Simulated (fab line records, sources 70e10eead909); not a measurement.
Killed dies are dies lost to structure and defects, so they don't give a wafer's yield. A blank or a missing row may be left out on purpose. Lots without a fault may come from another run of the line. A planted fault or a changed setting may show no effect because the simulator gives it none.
A struck lot beside a sound one | flow nand_harc | 24 steps out of a route of 1159
Sound: wafers L115.2, L115.4, L115.6. Struck: wafers L118.3, L118.4, L118.6. The cause comes at the end.
At each step with rows: each side's tool, then ch and its chambers, then its first start. Under that, the readings that differ: sound wafers | struck wafers | difference of the means | sigmas: that difference in standard deviations of wafers without a fault.
alike: readings whose means differ by less than 2 such deviations, and words and numbers that are the same on both sides. not compared: withheld readings, readings that some wafer has no value for, bounds like >300 that may hide the same value, and numbers for which the record gives no deviation and whose values overlap.
The two part at a step that has a row with sigmas, a row that says differs or no value, or rows on one side only. Numbers that don't overlap but have no deviation are shown without sigmas and don't part them. A reading that every wafer of one side lacks parts them only if that side has two wafers or more.

first, 11 steps without rows for these wafers: NHARC_A_CHANNEL_HOLE_D1_DESCUM_15 (chemistry O2, time 3 s); NHARC_A_CHANNEL_HOLE_D1_ETCH_38 (etches the open film in CF4, target depth 39 nm, time 65 s); NHARC_A_CHANNEL_HOLE_D1_ETCH_39 (etches the open film in N2/H2, target depth 260 nm, time 325 s); NHARC_A_CHANNEL_HOLE_D1_ETCH_34 (etches the open film in CF4/CHF3, target depth 154 nm, time 77 s); NHARC_A_CHANNEL_HOLE_D1_ETCH_16 (etches the open film in O2/COS, target depth 3100 nm, time 806 s); NHARC_A_CHANNEL_HOLE_D1_ETCH_19 (etches the open film in C4F8/O2/Ar, time 34.5 s); NHARC_A_CHANNEL_HOLE_D1_ETCH_20 (etches the open film in C4F8/O2/Ar, time 361.9 s, target depth 1600 nm); NHARC_A_CHANNEL_HOLE_D1_ETCH_21 (etches the open film in C4F8/O2/Ar, time 514.3 s, target depth 1600 nm); NHARC_A_CHANNEL_HOLE_D1_ETCH_22 (etches the open film in C4F8/O2/Ar, time 666.7 s, target depth 1600 nm); NHARC_A_CHANNEL_HOLE_D1_ETCH_23 (etches the open film in C4F8/O2/Ar, time 819 s, target depth 1600 nm); NHARC_A_CHANNEL_HOLE_D1_ETCH_24 (etches the open film in C4F8/O2/Ar, time 906.2 s, target depth 1500 nm).
NHARC_A_CHANNEL_HOLE_D1_ETCH_25: etches the open film in C4F8/O2/Ar, time 1040.2 s, target depth 1500 nm.
  sound on har_etch-02 ch 0,1, day 10 03:08; struck on har_etch-01 ch 0,1, day 10 08:56
  no value came back on the struck wafers for any of 6 readings (c4f8_flow_sccm (sccm), chamber_pressure_mTorr (mTorr) and others); on the sound wafers c4f8_flow_sccm (sccm) reads 93.98 94.12 93.73
  not compared: rf_hours_counter_h
then, 5 steps without rows for these wafers: NHARC_A_CHANNEL_HOLE_D1_ETCH_26 (etches the open film in C4F8/O2/Ar, time 224.1 s, target depth 300 nm); NHARC_A_CHANNEL_HOLE_D1_ETCH_33 (etches the open film in C4F8/O2/Ar, time 90 s, target depth 400 nm); NHARC_A_CHANNEL_HOLE_D1_STRIP_41 (strips in N2/H2); NHARC_A_CHANNEL_HOLE_D1_STRIP_42 (strips in CF4/CHF3); NHARC_A_CHANNEL_HOLE_D1_STRIP_43 (strips in O2/COS).
NHARC_A_CHANNEL_HOLE_D1_ETCH_44: etches the open film in CF4/O2, target depth 140 nm, overetch 14 nm, time 77 s.
  sound on rie_diel-07 ch 1,2, day 10 04:48; struck on rie_diel-12 ch 1,2,3, day 10 10:28
  reading                            | sound             | struck            | difference | sigmas
  drypump_motor_current_A (A)        | 5.5 6.5 6.4       | 5.0 5.4 5.2       | -0.9       | -2
  model.A_CHANNEL_HOLE_D1.cd_nm (nm) | 89.83 89.95 91.83 | 100.5 98.56 100.2 | +9.2       |
  alike: bias_w, cf4_flow_sccm, oes_f_703_au, oes_product_au, rf_vpp_V, showerhead_plenum_p_Torr, throttle_valve_pct
  not compared: rf_hours_counter_h
then, 3 steps without rows for these wafers: NHARC_A_CHANNEL_HOLE_D1_STRIP_27 (strips in O2); NHARC_A_CHANNEL_HOLE_D1_PRECLEAN_28 (cleans in SC1); NHARC_A_CHANNEL_HOLE_D1_SRD_29.
NHARC_A_CHANNEL_HOLE_D1_CD_MEAS_30:
  sound on cd_sem-03, day 10 05:36; struck on cd_sem-01, day 10 11:16
  reading    | sound          | struck      | difference | sigmas
  cd_nm (nm) | 90.0 90.6 92.2 | 0.1 1.0 0.1 | -90.5      | -75
NHARC_A_CHANNEL_HOLE_D1_XSEM_31:
  sound on xsem-01 ch 0, day 10 05:41; struck on xsem-02 ch 0, day 10 11:22
  reading            | sound          | struck         | difference | sigmas
  bot_cd_nm (nm)     | 73.0 74.9 76.2 | 0.0 0.3 0.0    | -74.6      | -57
  bow_nm (nm)        | 8.2 8.1 8.1    | 1.1 1.1 1.1    | -7.0       | -17
  tilt_deg (degrees) | 0.11 0.11 0.11 | 0.03 0.03 0.03 | -0.08      | -2
-- the record jumps here: 12 days lie between the struck wafers' starts before and after (it left off in module A_CHANNEL_HOLE_D1 and takes up again in module END, whose first step shown is number 1159 of the route) --
NHARC_END_SORT_01:
  the record has rows for the struck wafers here (prober-01 ch 0, day 22 04:24) and none for the sound ones

WHERE THEY PART
First at NHARC_A_CHANNEL_HOLE_D1_ETCH_25; last, within this record, at NHARC_END_SORT_01.

WHY: what the simulator had put in
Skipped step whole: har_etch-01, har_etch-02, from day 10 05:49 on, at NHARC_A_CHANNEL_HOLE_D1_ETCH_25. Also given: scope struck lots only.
